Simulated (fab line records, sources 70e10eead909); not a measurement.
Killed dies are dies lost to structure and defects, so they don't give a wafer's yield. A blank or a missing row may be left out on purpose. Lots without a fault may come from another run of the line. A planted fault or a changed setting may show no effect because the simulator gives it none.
Chamber matching | flow nand_harc | NHARC_A_BLC_CMP_25 on cmp-03: 4 sister chambers
The step polishes, t overpolish 30 s, target thk 150 nm. 4 wafers are shown with their chamber, then 7 later ones without.

WAFERS WITH THEIR CHAMBER
wafer  | chamber | motor_current_A (A)
L201.3 | 2       | 12.3
L205.2 | 3       | 11.1
L203.2 | 1       | 11.8
L203.5 | 0       | 13.2

WAFERS WITHOUT THEIR CHAMBER
wafer  | motor_current_A (A)
L203.6 | 12.6
L204.1 | 12.1
L204.3 | 12.2
L204.6 | 12.8
L216.1 | 12.1
L216.3 | 10.8
L216.6 | 12.1

WHICH CHAMBER EACH WENT THROUGH
wafer  | from the rows above          | in truth
L203.6 | can't be placed: 2 or 0 or 1 | 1
L204.1 | can't be placed: 2 or 1      | 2
L204.3 | can't be placed: 2 or 1      | 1
L204.6 | can't be placed: 0 or 2      | 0
L216.1 | can't be placed: 2 or 1      | 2
L216.3 | 3                            | 3
L216.6 | can't be placed: 2 or 1      | 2
Placed correctly: 1 of 7. Can't be placed from these rows: 6 (the true chamber is among the candidates in 6). Placed wrongly: 0.
How it was worked out, from the rows above alone: a wafer's distance from a chamber is the root of the sum, over the readings, of the square of ((its reading less the chamber's mean) divided by the reading's scatter). The wafer belongs to the nearest chamber; if the next one is less than 2 further off, it can't be placed. A chamber's mean is the mean of its shown wafers. The scatter: with one shown wafer a chamber, the root of the mean of the squares of how far each hidden wafer lies from its nearest shown one.
